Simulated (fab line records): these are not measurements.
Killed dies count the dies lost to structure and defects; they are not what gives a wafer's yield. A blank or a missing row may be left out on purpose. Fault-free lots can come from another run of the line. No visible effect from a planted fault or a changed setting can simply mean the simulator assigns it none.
A struck lot beside a sound one | flow n5 finfet | 26 out of 1938 route steps
Sound: these wafers, L330.2, L330.3, L330.5. Struck: wafer L335.1 (L335.3, L335.6, from the same lot, were not struck and are left out); the cause is given at the end.
For every step that has rows: the tool of each side, followed by ch and its chambers, followed by its first start. Under that, the readings that differ: sound wafers | struck wafers | difference of the means | sigmas: that difference in standard deviations of wafers without a fault.
alike: readings with means less than 2 such deviations apart, plus words and numbers identical on both sides. not compared: withheld readings, readings lacking a value on some wafer, bounds such as >300 that could conceal the same value, and numbers that have no deviation in the record and whose values overlap.
A row with sigmas, a row that says differs or no value, or rows on one side alone: a step with any of these is where the two part. Non-overlapping numbers with no deviation appear without sigmas and do not part them. A reading missing from all wafers of one side parts the sides only when that side holds two or more wafers.

first, 11 steps without rows for these wafers: N5_SD_EPI_P_DESCUM_14 (chemistry O2, time 7.9 s); N5_SD_EPI_P_ETCH_36 (etches SiARC in CF4, target depth 45.5 nm, time 75.8 s); N5_SD_EPI_P_ETCH_37 (etches SOC in N2/H2, overetch 108 nm, time 486 s); N5_SD_EPI_P_STRIP_38 (strips in N2/H2); N5_SD_EPI_P_ETCHBACK_46 (etches SiNx in CH3F/O2, stops on SiO2, target depth 17.5 nm); N5_SD_EPI_P_ETCH_47 (etches SiOCN in CH3F/O2, target depth 25 nm); N5_SD_EPI_P_ETCH_16 (etches SiO2 in CHF3/O2, target depth 5 nm); N5_SD_EPI_P_STRIP_50 (strips in CHF3/O2); N5_SD_EPI_P_SD_RECESS_17 (chemistry HBr/Cl2/O2, target depth 39.1 nm, bt time 3 s); N5_SD_EPI_P_WET_ETCH_45 (etches SiO2 in dHF, time 10.7 s, target depth 2 nm, rinse time 30 s); N5_SD_EPI_P_STRIP_40 (strips in N2/H2).
N5_SD_EPI_P_PRECLEAN_52: cleans in O3/DIW, time 60 s.
  sound on wet bench-03 ch 3,4,6, day 5 13:54; struck on wet bench-03 ch 0,1,3, day 6 19:58
then, 10 steps without rows for these wafers: N5_SD_EPI_P_SRD_20 (time 30 s); N5_SD_EPI_P_PRECLEAN_51 (cleans in NF3:NH3, afs cycles 1, time 20 s, sublimation time 60 s); N5_SD_EPI_P_VAPOR_ETCH_44 (etches SiGe30 in NF3/Ar, time 3.3 s); N5_SD_EPI_P_EPI_21 (deposits SiGe:B, time 355 s); N5_SD_EPI_P_HM_STRIP_48 (strips SiNx in H3PO4, material SiNx, target depth 3 nm); N5_SD_EPI_P_SRD_49 (time 30 s); N5_SD_EPI_P_PRECLEAN_24 (cleans in O3/DIW, time 45 s); N5_SD_EPI_P_PRECLEAN_32 (cleans in dHF, time 10 s); N5_SD_EPI_P_PRECLEAN_33 (cleans in SC2, time 45 s); N5_SD_EPI_P_SRD_25 (time 30 s).
N5_SD_EPI_P_INSPECT_26: inspects for defects (darkfield).
  sound: defect inspect-01 at day 5 16:42; struck: defect inspect-02 at day 6 22:46
  reading          | sound       | struck | difference | sigmas
  raw defect count | 167 141 149 | 777    | +625       | +18
then, 1 step without rows for these wafers: N5_SD_ACTIVATION_RTA_00 (time 0 s).
-- here the record skips 6 days between the struck wafers' starts before and after, leaving off in module SD_ACTIVATION and picking up in module BEOL_M4 (first step shown: number 1111 of the route) --
N5_BEOL_M4_RC_MEAS_101:
  sound on prober-02 ch 0, day 12 01:27; struck on prober-02 ch 0, day 13 02:58
  alike: DIBL_N, DIBL_P, IOFF_N, IOFF_P, ION_N, ION_P, SS_N, SS_P, VT_N, VT_P
-- here the record skips 4 days between the struck wafers' starts before and after, leaving off in module BEOL_M4 and picking up in module PASSIVATION (first step shown: number 1936 of the route) --
N5_PASSIVATION_PROBE_49:
  the record has rows for the struck wafers here (prober-02, day 17 11:49) and none for the sound ones

WHERE THEY PART
Last at N5_PASSIVATION_PROBE_49 as far as this record goes, first at N5_SD_EPI_P_INSPECT_26.

WHY: whatever the simulator had introduced
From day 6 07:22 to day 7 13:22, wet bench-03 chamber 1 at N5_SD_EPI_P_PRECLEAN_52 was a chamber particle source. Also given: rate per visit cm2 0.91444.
